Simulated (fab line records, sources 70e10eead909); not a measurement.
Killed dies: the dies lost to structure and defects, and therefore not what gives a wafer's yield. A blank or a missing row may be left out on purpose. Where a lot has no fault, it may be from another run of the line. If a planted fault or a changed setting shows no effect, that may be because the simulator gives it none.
A struck lot beside a sound one ; flow nand_harc ; 12 out of 1302 route steps
Sound: these wafers, L586.1, L586.5, L586.6. The struck wafers were L594.2, L594.3, L594.4. The cause is given at the end.
Per side, at each step with rows, come the tool, then ch with its chambers, and then its first start. Under that, the readings that differ: sound wafers ; struck wafers ; difference of the means ; sigmas: that difference in standard deviations of wafers without a fault.
alike: a reading whose means differ by less than 2 such deviations, as well as words and numbers matching on both sides. not compared: withheld readings; readings where some wafer has no value; bounds like >300 that might hide an equal value; numbers whose values overlap and for which the record gives no deviation.
A row with sigmas, a row that says differs or no value, or rows on one side alone: a step with any of these is where the two part. Numbers that have no deviation but don't overlap get no sigmas and don't part them. Lack of a reading on every wafer of one side parts them only where that side has two or more wafers.

NHARC_A_STAIRCASE_STRIP_205: strips in O2.
  sound on plasma_asher-01 ch 0,1, day 18 06:41; struck on plasma_asher-01 ch 0,1, day 22 01:22
  alike: drypump_motor_current_A, heater_power_w
  not compared: rf_hours_counter_h
then, 10 steps without rows for these wafers: NHARC_A_STAIRCASE_STRIP_206 (strips in SPM, time 900 s); NHARC_A_STAIRCASE_PRECLEAN_207 (cleans in SC1); NHARC_A_STAIRCASE_SRD_208; NHARC_A_STAIRCASE_DEHYDRATE_209 (time 120 s); NHARC_A_STAIRCASE_HMDS_210 (time 30 s); NHARC_A_STAIRCASE_COAT_211; NHARC_A_STAIRCASE_SOFTBAKE_212 (time 170 s); NHARC_A_STAIRCASE_EBR_213; NHARC_A_STAIRCASE_EXPOSE_214 (exposes mask STAIR 3); NHARC_A_STAIRCASE_PEB_215 (peb time 130 s).
NHARC_A_STAIRCASE_DEVELOP_216: time 140 s.
  struck on litho_track-05, day 22 02:00; sound on litho_track-03 ch 0, day 18 07:00
  no value came back on the struck wafers for chill_plate_temp_C (C), exhaust_pa (Pa); on the sound wafers chill_plate_temp_C (C) reads 23.04 22.88 23.01

== WHERE THEY PART ==
At NHARC_A_STAIRCASE_DEVELOP_216 and nowhere else, as far as this record goes.

WHY: whatever the simulator had introduced
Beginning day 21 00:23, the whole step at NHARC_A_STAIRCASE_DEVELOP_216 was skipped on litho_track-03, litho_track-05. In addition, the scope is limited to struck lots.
